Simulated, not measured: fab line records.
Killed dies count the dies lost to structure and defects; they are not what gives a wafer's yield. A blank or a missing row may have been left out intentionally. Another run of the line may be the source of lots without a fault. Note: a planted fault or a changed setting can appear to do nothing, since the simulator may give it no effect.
Which tool did it? + flow nandHarc + Sampling: 15 lots, 45 wafers, 4 of 1302 route steps

## WHAT THE GAUGES SHOWED, per wafer
No reading from a measuring or inspecting step in the record can be judged against a usual standard deviation.

## WHAT TOOL EACH LOT RAN ON (gives the tool, then ch and the chambers of the sampled wafers, and finally the start)
| lot  | NHARC_P_M2_DEGAS_29         | NHARC_P_M2_ANNEAL_31            | NHARC_P_M2_CMP_23             | NHARC_P_BONDPAD_EXPOSE_06        |
|------|-----------------------------|---------------------------------|-------------------------------|----------------------------------|
| L919 | pvdSputter-03, day 6 15:06  | rtpAnneal-02 ch 0, day 6 15:53  | cmp-03 ch 1,2,3, day 6 16:13  | krfScanner-02 ch 0, day 6 18:17  |
| L920 | pvdSputter-01, day 6 23:34  | rtpAnneal-01 ch 0, day 7 00:33  | cmp-04 ch 0,2,3, day 7 00:54  | krfScanner-03 ch 0, day 7 02:59  |
| L921 | pvdSputter-03, day 7 04:22  | rtpAnneal-02 ch 0, day 7 05:07  | cmp-02 ch 0,1, day 7 05:28    | krfScanner-03 ch 0, day 7 07:28  |
| L922 | pvdSputter-03, day 7 15:42  | rtpAnneal-02 ch 0, day 7 16:35  | cmp-04 ch 1,2,3, day 7 16:57  | krfScanner-02 ch 0, day 7 19:02  |
| L925 | pvdSputter-03, day 8 21:04  | rtpAnneal-02 ch 0, day 8 21:51  | cmp-02 ch 2,3, day 8 22:08    | krfScanner-02 ch 0, day 9 00:14  |
| L926 | pvdSputter-03, day 9 18:45  | rtpAnneal-01 ch 0, day 9 19:29  | cmp-02 ch 1,2,3, day 9 19:50  | krfScanner-03 ch 0, day 9 21:56  |
| L927 | pvdSputter-02, day 9 23:23  | rtpAnneal-01 ch 0, day 10 00:07 | cmp-04 ch 0,1,3, day 10 00:29 | krfScanner-03 ch 0, day 10 02:25 |
| L931 | pvdSputter-01, day 11 08:58 | rtpAnneal-02 ch 0, day 11 09:44 | cmp-04 ch 0,1,3, day 11 10:05 | krfScanner-01 ch 0, day 11 12:12 |
| L935 | pvdSputter-02, day 13 05:56 | rtpAnneal-01 ch 0, day 13 06:51 | cmp-04 ch 1,2,3, day 13 07:07 | krfScanner-02, day 13 09:08      |
| L936 | pvdSputter-03, day 13 13:49 | rtpAnneal-02 ch 0, day 13 14:32 | cmp-02 ch 0,2,3, day 13 14:57 | krfScanner-02, day 13 17:00      |
| L937 | pvdSputter-02, day 13 20:34 | rtpAnneal-02 ch 0, day 13 21:24 | cmp-03 ch 1,3, day 13 21:59   | krfScanner-02, day 13 23:56      |
| L940 | pvdSputter-02, day 15 01:03 | rtpAnneal-02 ch 0, day 15 01:47 | cmp-04 ch 1,3, day 15 02:08   | krfScanner-01 ch 0, day 15 04:12 |
| L939 | pvdSputter-03, day 15 01:30 | rtpAnneal-02 ch 0, day 15 02:13 | cmp-03 ch 0,1,2, day 15 02:34 | krfScanner-02 ch 0, day 15 04:40 |
| L941 | pvdSputter-01, day 15 17:42 | rtpAnneal-02 ch 0, day 15 18:26 | cmp-04 ch 0,1,2, day 15 18:51 | krfScanner-02 ch 0, day 15 20:46 |
| L942 | pvdSputter-03, day 15 22:56 | rtpAnneal-01 ch 0, day 15 23:43 | cmp-03 ch 0,2,3, day 16 00:01 | krfScanner-02 ch 0, day 16 01:59 |
- NHARC_P_M2_DEGAS_29: time 60 s.
- NHARC_P_M2_ANNEAL_31: time 90 s.
- NHARC_P_M2_CMP_23: polishes, t overpolish 20 s, target thk 144.3 nm.
- NHARC_P_BONDPAD_EXPOSE_06: exposes mask P BPAD.

## AS READ BY THE TOOLS THEMSELVES (means over the sampled wafers that have a number; for cases with no such wafer, the mark the record gives instead)
NHARC_P_M2_DEGAS_29. Usual: 327 W for heaterPowerW, sd 32.
| lot  | tool          | heaterPowerW (W) | flag |
|------|---------------|------------------|------|
| L919 | pvdSputter-03 | 329              |      |
| L920 | pvdSputter-01 | 315              |      |
| L921 | pvdSputter-03 | 302              |      |
| L922 | pvdSputter-03 | 334              |      |
| L925 | pvdSputter-03 | 311              |      |
| L926 | pvdSputter-03 | 334              |      |
| L927 | pvdSputter-02 | 364              |      |
| L931 | pvdSputter-01 | 322              |      |
| L935 | pvdSputter-02 | 359              |      |
| L936 | pvdSputter-03 | 296              |      |
| L937 | pvdSputter-02 | 302              |      |
| L940 | pvdSputter-02 | 325              |      |
| L939 | pvdSputter-03 | 338              |      |
| L941 | pvdSputter-01 | 326              |      |
| L942 | pvdSputter-03 | 324              |      |

NHARC_P_M2_ANNEAL_31. Usual: 226.21 for wafer_temp_C_max, sd 0.28.
| lot  | tool         | wafer_temp_C_max | flag |
|------|--------------|------------------|------|
| L919 | rtpAnneal-02 | 226.07           |      |
| L920 | rtpAnneal-01 | 226.23           |      |
| L921 | rtpAnneal-02 | 226.44           |      |
| L922 | rtpAnneal-02 | 226.18           |      |
| L925 | rtpAnneal-02 | 226.17           |      |
| L926 | rtpAnneal-01 | 226.32           |      |
| L927 | rtpAnneal-01 | 226.39           |      |
| L931 | rtpAnneal-02 | 226.15           |      |
| L935 | rtpAnneal-01 | 226.30           |      |
| L936 | rtpAnneal-02 | 226.54           |      |
| L937 | rtpAnneal-02 | 226.01           |      |
| L940 | rtpAnneal-02 | 226.18           |      |
| L939 | rtpAnneal-02 | 226.37           |      |
| L941 | rtpAnneal-02 | 226.35           |      |
| L942 | rtpAnneal-01 | 226.39           |      |

NHARC_P_M2_CMP_23. Usual: motorCurrentA 11.6 A, standard deviation 1.4; retainingRingPressureFrac 1.000, standard deviation 0.0049; timeToEndpointS 28 s, standard deviation 3.9.
| lot  | tool   | motorCurrentA (A) | retainingRingPressureFrac | timeToEndpointS (s) | flag |
|------|--------|-------------------|---------------------------|---------------------|------|
| L919 | cmp-03 | 11.5              | 0.995                     | 26                  |      |
| L920 | cmp-04 | 11.2              | 0.994                     | 23                  |      |
| L921 | cmp-02 | 10.6              | 0.996                     | 30                  |      |
| L922 | cmp-04 | 12.4              | 1.000                     | 25                  |      |
| L925 | cmp-02 | 10.4              | 1.002                     | 26                  |      |
| L926 | cmp-02 | 11.5              | 0.997                     | 26                  |      |
| L927 | cmp-04 | 12.2              | 1.003                     | 26                  |      |
| L931 | cmp-04 | 12.4              | 1.001                     | 27                  |      |
| L935 | cmp-04 | 12.2              | 1.000                     | 29                  |      |
| L936 | cmp-02 | 10.7              | 1.001                     | 25                  |      |
| L937 | cmp-03 | 10.4              | 0.998                     | 28                  |      |
| L940 | cmp-04 | 13.8              | 0.997                     | 25                  |      |
| L939 | cmp-03 | 11.9              | 0.998                     | 33                  |      |
| L941 | cmp-04 | 12.0              | 1.001                     | 26                  |      |
| L942 | cmp-03 | 11.0              | 0.999                     | 33                  |      |

NHARC_P_BONDPAD_EXPOSE_06. Usual: exposureDoseMJCm2 37.07, standard deviation 0.036; focusOffsetNm 0.1 nm, standard deviation 0.51; stageVelMmS 500.03 mm/s, standard deviation 0.28.
| lot  | tool          | exposureDoseMJCm2 | focusOffsetNm (nm) | stageVelMmS (mm/s) | flag |
|------|---------------|-------------------|--------------------|--------------------|------|
| L919 | krfScanner-02 | 37.07             | 0.3                | 499.89             |      |
| L920 | krfScanner-03 | 37.03             | 0.5                | 500.42             |      |
| L921 | krfScanner-03 | 37.12             | -0.1               | 500.05             |      |
| L922 | krfScanner-02 | 37.06             | 0.2                | 499.78             |      |
| L925 | krfScanner-02 | 37.06             | 0.3                | 500.20             |      |
| L926 | krfScanner-03 | 37.05             | -0.1               | 500.06             |      |
| L927 | krfScanner-03 | 37.10             | -0.1               | 500.12             |      |
| L931 | krfScanner-01 | 37.02             | 0.4                | 499.79             |      |
| L935 | krfScanner-02 | -                 | -                  | -                  | OFF  |
| L936 | krfScanner-02 | -                 | -                  | -                  | OFF  |
| L937 | krfScanner-02 | -                 | -                  | -                  | OFF  |
| L940 | krfScanner-01 | 37.10             | -0.6               | 500.41             |      |
| L939 | krfScanner-02 | 37.08             | 0.5                | 500.08             |      |
| L941 | krfScanner-02 | 37.05             | -0.2               | 499.94             |      |
| L942 | krfScanner-02 | 37.12             | 0.2                | 500.05             |      |

## THE ANSWER, worked out from the rows above alone
Rule: take the mean of a lot's wafers that have a number; if it is more than 3 standard deviations from the usual mean, the lot is off. Also off: a lot with no number at a reading for which 4 or more lots have one. All remaining lots with rows at the step are treated as sound. First the gauges in route order, then the tools' own readings, where a lot's mean is used as printed above. The first step at which some lot is off is used, and at that step the reading that is off furthest; a lot without a number counts as furthest.
Off: L935, L936, L937, at NHARC_P_BONDPAD_EXPOSE_06 (exposureDoseMJCm2). Without a number there: L935, L936, L937.
A tool fits if, at that step or a process step before it, it ran every lot that is off, and no sound lot after the first of them. No candidate that was tried fits.

## WHAT THE SIMULATOR PUT IN
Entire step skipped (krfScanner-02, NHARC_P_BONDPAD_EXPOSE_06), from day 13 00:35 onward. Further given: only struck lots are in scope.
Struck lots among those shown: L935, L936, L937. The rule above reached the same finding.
